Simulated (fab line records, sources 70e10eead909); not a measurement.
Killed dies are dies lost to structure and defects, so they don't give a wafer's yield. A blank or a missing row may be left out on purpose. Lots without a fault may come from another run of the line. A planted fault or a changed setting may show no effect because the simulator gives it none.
Chamber matching | flow nand_harc | NHARC_A_M1_CMP_23 on cmp-04: 4 sister chambers
The step polishes, t overpolish 20 s, target thk 154.34 nm. 4 wafers are shown with their chamber, then 8 later ones without.

WAFERS WITH THEIR CHAMBER
wafer  | chamber | motor_current_A (A)
L084.4 | 2       | 12.3
L083.1 | 1       | 11.6
L083.2 | 3       | 13.6
L079.1 | 0       | 11.1

WAFERS WITHOUT THEIR CHAMBER
wafer  | motor_current_A (A)
L079.3 | 12.0
L079.5 | 10.7
L089.4 | 11.9
L089.5 | 14.2
L089.6 | 10.9
L096.3 | 12.4
L096.5 | 11.5
L096.6 | 10.6

WHICH CHAMBER EACH WENT THROUGH
wafer  | from the rows above          | in truth
L079.3 | can't be placed: 2 or 1 or 0 | 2
L079.5 | can't be placed: 0 or 1      | 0
L089.4 | can't be placed: 1 or 2 or 0 | 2
L089.5 | 3                            | 3
L089.6 | can't be placed: 0 or 1      | 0
L096.3 | can't be placed: 2 or 1      | 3
L096.5 | can't be placed: 1 or 0 or 2 | 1
L096.6 | can't be placed: 0 or 1      | 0
Placed correctly: 1 of 8. Can't be placed from these rows: 7 (the true chamber is among the candidates in 6). Placed wrongly: 0.
How it was worked out, from the rows above alone: a wafer's distance from a chamber is the root of the sum, over the readings, of the square of ((its reading less the chamber's mean) divided by the reading's scatter). The wafer belongs to the nearest chamber; if the next one is less than 2 further off, it can't be placed. A chamber's mean is the mean of its shown wafers. The scatter: with one shown wafer a chamber, the root of the mean of the squares of how far each hidden wafer lies from its nearest shown one.
